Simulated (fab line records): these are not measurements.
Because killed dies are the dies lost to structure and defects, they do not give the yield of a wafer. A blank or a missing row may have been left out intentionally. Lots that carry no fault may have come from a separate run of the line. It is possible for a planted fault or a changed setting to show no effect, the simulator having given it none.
Chamber matching :: flow n5Finfet :: pecvd-01 running N5_BEOL_M0_SAQP_PECVD_96: 3 sister chambers
The step deposits a-Si from SiH4/He, target thk 45 nm, time 45.2 s. 18 wafers are shown with their chamber, then 9 later ones without.

EACH WAFER AND ITS CHAMBER
wafer: L076.1
chamber: 1
throttleValvePct (%): 18.0
heaterPowerW (W): 496
showerheadPlenumPTorr (Torr): 5.64

wafer: L076.2
chamber: 0
throttleValvePct (%): 19.6
heaterPowerW (W): 565
showerheadPlenumPTorr (Torr): 5.66

wafer: L076.5
chamber: 0
throttleValvePct (%): 19.6
heaterPowerW (W): 559
showerheadPlenumPTorr (Torr): 5.67

wafer: L077.1
chamber: 0
throttleValvePct (%): 19.7
heaterPowerW (W): 612
showerheadPlenumPTorr (Torr): 5.65

wafer: L077.2
chamber: 1
throttleValvePct (%): 17.9
heaterPowerW (W): 516
showerheadPlenumPTorr (Torr): 5.61

wafer: L077.3
chamber: 2
throttleValvePct (%): 18.0
heaterPowerW (W): 566
showerheadPlenumPTorr (Torr): 5.62

wafer: L078.3
chamber: 1
throttleValvePct (%): 18.1
heaterPowerW (W): 513
showerheadPlenumPTorr (Torr): 5.65

wafer: L078.5
chamber: 0
throttleValvePct (%): 19.8
heaterPowerW (W): 564
showerheadPlenumPTorr (Torr): 5.66

wafer: L078.6
chamber: 1
throttleValvePct (%): 17.9
heaterPowerW (W): 505
showerheadPlenumPTorr (Torr): 5.64

wafer: L086.1
chamber: 0
throttleValvePct (%): 19.5
heaterPowerW (W): 514
showerheadPlenumPTorr (Torr): 5.65

wafer: L086.3
chamber: 0
throttleValvePct (%): 19.9
heaterPowerW (W): 534
showerheadPlenumPTorr (Torr): 5.65

wafer: L086.4
chamber: 2
throttleValvePct (%): 17.8
heaterPowerW (W): 548
showerheadPlenumPTorr (Torr): 5.65

wafer: L087.2
chamber: 2
throttleValvePct (%): 17.9
heaterPowerW (W): 557
showerheadPlenumPTorr (Torr): 5.63

wafer: L087.3
chamber: 2
throttleValvePct (%): 18.4
heaterPowerW (W): 556
showerheadPlenumPTorr (Torr): 5.62

wafer: L087.4
chamber: 0
throttleValvePct (%): 19.4
heaterPowerW (W): 607
showerheadPlenumPTorr (Torr): 5.66

wafer: L088.2
chamber: 0
throttleValvePct (%): 19.6
heaterPowerW (W): 499
showerheadPlenumPTorr (Torr): 5.66

wafer: L088.5
chamber: 0
throttleValvePct (%): 19.7
heaterPowerW (W): 518
showerheadPlenumPTorr (Torr): 5.66

wafer: L088.6
chamber: 2
throttleValvePct (%): 18.2
heaterPowerW (W): 536
showerheadPlenumPTorr (Torr): 5.63

SIGNATURES (means of the wafers above)
reading: throttleValvePct
chamber 0: 19.644
chamber 1: 17.975
chamber 2: 18.060
scatter within a chamber: 0.172

reading: heaterPowerW
chamber 0: 552.44
chamber 1: 507.50
chamber 2: 552.60
scatter within a chamber: 30

reading: showerheadPlenumPTorr
chamber 0: 5.6578
chamber 1: 5.6350
chamber 2: 5.6300
scatter within a chamber: 0.0111
Rule: a wafer's distance from a chamber is the root of the sum, over the readings, of the square of ((its reading less the chamber's mean) divided by the reading's scatter). If the next closest chamber is less than 2 further off than the closest, the wafer can't be placed; otherwise it belongs to the closest. How the scatter is found: for the shown wafers, subtract from each reading the mean of its chamber, square and add these, divide the total by (wafers less chambers), then take the root.

WAFERS WITH NO CHAMBER GIVEN
wafer: L092.1
throttleValvePct (%): 18.1
heaterPowerW (W): 527
showerheadPlenumPTorr (Torr): 5.64

wafer: L092.4
throttleValvePct (%): 19.7
heaterPowerW (W): 527
showerheadPlenumPTorr (Torr): 5.67

wafer: L092.6
throttleValvePct (%): 18.4
heaterPowerW (W): 524
showerheadPlenumPTorr (Torr): 5.65

wafer: L096.2
throttleValvePct (%): 18.4
heaterPowerW (W): 573
showerheadPlenumPTorr (Torr): 5.62

wafer: L096.4
throttleValvePct (%): 18.2
heaterPowerW (W): 540
showerheadPlenumPTorr (Torr): 5.64

wafer: L096.6
throttleValvePct (%): 18.2
heaterPowerW (W): 578
showerheadPlenumPTorr (Torr): 5.62

wafer: L097.2
throttleValvePct (%): 18.4
heaterPowerW (W): 595
showerheadPlenumPTorr (Torr): 5.62

wafer: L097.3
throttleValvePct (%): 18.0
heaterPowerW (W): 464
showerheadPlenumPTorr (Torr): 5.63

wafer: L097.6
throttleValvePct (%): 18.2
heaterPowerW (W): 606
showerheadPlenumPTorr (Torr): 5.63

CHAMBER TAKEN BY EACH
wafer: L092.1
from the rows above: can't be placed: 1 or 2
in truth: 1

wafer: L092.4
from the rows above: 0
in truth: 0

wafer: L092.6
from the rows above: can't be placed: 2 or 1
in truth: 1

wafer: L096.2
from the rows above: can't be placed: 2 or 1
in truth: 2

wafer: L096.4
from the rows above: can't be placed: 2 or 1
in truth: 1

wafer: L096.6
from the rows above: can't be placed: 2 or 1
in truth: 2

wafer: L097.2
from the rows above: can't be placed: 2 or 1
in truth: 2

wafer: L097.3
from the rows above: can't be placed: 1 or 2
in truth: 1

wafer: L097.6
from the rows above: can't be placed: 2 or 1
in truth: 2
1 of 9 placed correctly. Unplaceable from these rows: 8, with the true chamber sitting among the candidates in 8. Wrongly placed: 0.
